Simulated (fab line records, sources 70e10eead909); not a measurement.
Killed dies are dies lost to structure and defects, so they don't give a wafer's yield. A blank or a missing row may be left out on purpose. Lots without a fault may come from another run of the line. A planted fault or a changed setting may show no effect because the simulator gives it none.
Problem report in the 8D (eight disciplines) form, filled by code | flow nand_harc | the parts of the form that need people (team, actions taken, sign-off) are left out

1. THE PROBLEM
killed_at_other at NHARC_END_SORT_01 reads a mean of 611.0 on 2 wafers of 2 lots; wafers without a fault read 0.9 with a standard deviation of 1.1. That is +99 or more standard deviations from the usual mean.
First seen on wafer L885.2, day 27 04:07, on prober-02. The record holds 6 wafers of 2 lots with a number at this step. Rule for "out", or "out of limits": more than 4 standard deviations from the usual mean. The other wafers with a number count as sound.

2. WHAT IT IS AND WHAT IT IS NOT
question                    | is                                                 | is not
which readings at this step | killed_at_other, defect_limited_yield, killed_dies | killed_at_array, killed_short
which lots                  | L885, L886                                         | -
which wafers of those lots  | L885.2, L886.5                                     | L885.1, L885.6, L886.1, L886.4
read on which gauges        | prober-01, prober-02                               | -
when                        | from day 27 04:07                                  | up to then (1 sound wafer); but 3 sound wafers of L885, L886 came after

3. SUSPECTS, AND WHAT RULES EACH OUT
Counting: a tool at a process step up to the reading stays a suspect if it ran every lot that is out. Sound lots after the first of them don't rule it out here, since some wafers of a struck lot are sound.
- the gauge at NHARC_END_SORT_01: ruled out. The wafers that are out were read on 2 gauges (prober-01, prober-02).
- rie_diel-08 at NHARC_HYBRID_BOND_ACTIVATE_00 (chemistry N2, time 60 s): kept. It ran every lot that is out, first L885 (day 25 22:20).
- pecvd-03 at NHARC_THIN_TSV_DEP_43 (deposits SiO2, target thk 1328.5 nm): kept. It ran every lot that is out, first L885 (day 26 12:37).
- Within pecvd-03 at NHARC_THIN_TSV_DEP_43: the wafers that are out ran in chamber 2; their sound lot-mates ran in chambers 0, 1.
Left after counting: rie_diel-08 at NHARC_HYBRID_BOND_ACTIVATE_00, pecvd-03 at NHARC_THIN_TSV_DEP_43.

4. THE CAUSE (what the simulator had put in)
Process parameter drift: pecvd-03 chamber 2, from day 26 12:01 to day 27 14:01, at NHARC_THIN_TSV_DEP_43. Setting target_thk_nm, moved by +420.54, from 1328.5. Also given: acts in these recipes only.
Counting left 2 suspects, and this tool is among them.

5. THE CHAIN OF EFFECTS, in route order
Each row: a reading whose mean over the struck wafers that have a number lies more than 3 standard deviations from the usual. Only readings for which the record gives a usual standard deviation are gone through. hours: the time from each lot's start at the first step in this table that gives one to its start at this step, as a median over the lots. sigmas: the change in usual standard deviations.
hours | step              | reading              | usual  | on struck wafers | change | sigmas
0     | NHARC_END_SORT_01 | defect_limited_yield | 89.8 % | 0.0              | -89.8  | -31
0     | NHARC_END_SORT_01 | killed_at_other      | 0.9    | 611.0            | +610.1 | +99 or more
0     | NHARC_END_SORT_01 | killed_dies          | 69     | 677              | +608   | +32

6. WHAT WOULD HAVE CAUGHT IT SOONER
In this record the first reading out of limits at a measuring or inspecting step was taken at day 27 04:07, 16 hours after the fault began at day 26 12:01.
Of the tool readings at NHARC_THIN_TSV_DEP_43 for which the record gives a usual standard deviation, none was out on any struck wafer, so an alarm limit of 4 standard deviations on them would not have fired.
All the lots that are out (2) had begun NHARC_THIN_TSV_DEP_43 on pecvd-03 by day 27 04:07. A hold on the tool at that time would have spared none of them.
